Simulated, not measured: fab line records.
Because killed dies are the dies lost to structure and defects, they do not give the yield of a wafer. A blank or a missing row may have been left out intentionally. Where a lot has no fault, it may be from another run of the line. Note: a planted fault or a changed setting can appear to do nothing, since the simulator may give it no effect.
Chamber matching    flow n5_finfet    rie_diel-04 running N5_BEOL_M5_STRIP_19: 4 sister chambers
The step strips in O2. 16 wafers are shown with their chamber, then 8 later ones without.

## WAFERS PAIRED WITH THEIR CHAMBERS
wafer   chamber  drypump_motor_current_A (A)  showerhead_plenum_p_Torr (Torr)  throttle_valve_pct (%)
L076.4  0        6.0                          2.01                             16.64
L076.5  0        6.1                          2.01                             16.64
L076.6  1        5.5                          2.15                             16.86
L079.4  0        6.0                          2.01                             16.65
L079.5  0        6.0                          2.01                             16.65
L079.6  3        4.9                          2.06                             16.73
L082.2  1        5.5                          2.15                             16.88
L082.4  3        4.9                          2.06                             16.77
L082.5  1        5.5                          2.15                             16.88
L083.2  2        4.8                          2.05                             16.49
L083.3  3        4.9                          2.06                             16.77
L083.6  3        4.9                          2.06                             16.77
L084.1  0        6.0                          2.00                             16.68
L084.5  3        4.9                          2.06                             16.77
L084.6  0        6.1                          2.00                             16.67
L089.1  3        4.9                          2.05                             16.80

SIGNATURES, as means of the wafers listed above
reading                   chamber 0  chamber 1  chamber 2  chamber 3  scatter within a chamber
drypump_motor_current_A   6.033      5.500      4.800      4.900      0.0333
showerhead_plenum_p_Torr  2.0067     2.1500     2.0500     2.0583     0.00425
throttle_valve_pct        16.6550    16.8733    16.4900    16.7683    0.0185
Rule: for a wafer and a chamber, the distance is found by dividing, reading by reading, the gap between the wafer's reading and the chamber's mean by the reading's scatter, squaring, summing and taking the root. If the next closest chamber is less than 2 further off than the closest, the wafer can't be placed; otherwise it belongs to the closest. How the scatter is found: for the shown wafers, subtract from each reading the mean of its chamber, square and add these, divide the total by (wafers less chambers), then take the root.

## WAFERS WITHOUT THEIR CHAMBER
wafer   drypump_motor_current_A (A)  showerhead_plenum_p_Torr (Torr)  throttle_valve_pct (%)
L089.3  5.5                          2.14                             16.90
L089.6  4.9                          2.05                             16.80
L091.1  5.5                          2.14                             16.90
L091.3  4.9                          2.05                             16.79
L091.4  4.9                          2.04                             16.50
L095.1  5.5                          2.14                             16.95
L095.2  6.1                          1.99                             16.72
L095.5  6.0                          1.99                             16.72

## EACH ONE'S CHAMBER
wafer   from the rows above  in truth
L089.3  1                    1
L089.6  3                    3
L091.1  1                    1
L091.3  3                    3
L091.4  2                    2
L095.1  1                    1
L095.2  0                    0
L095.5  0                    0
8 of 8 placed correctly. Not placeable from these rows: 0. Number placed wrongly: 0.
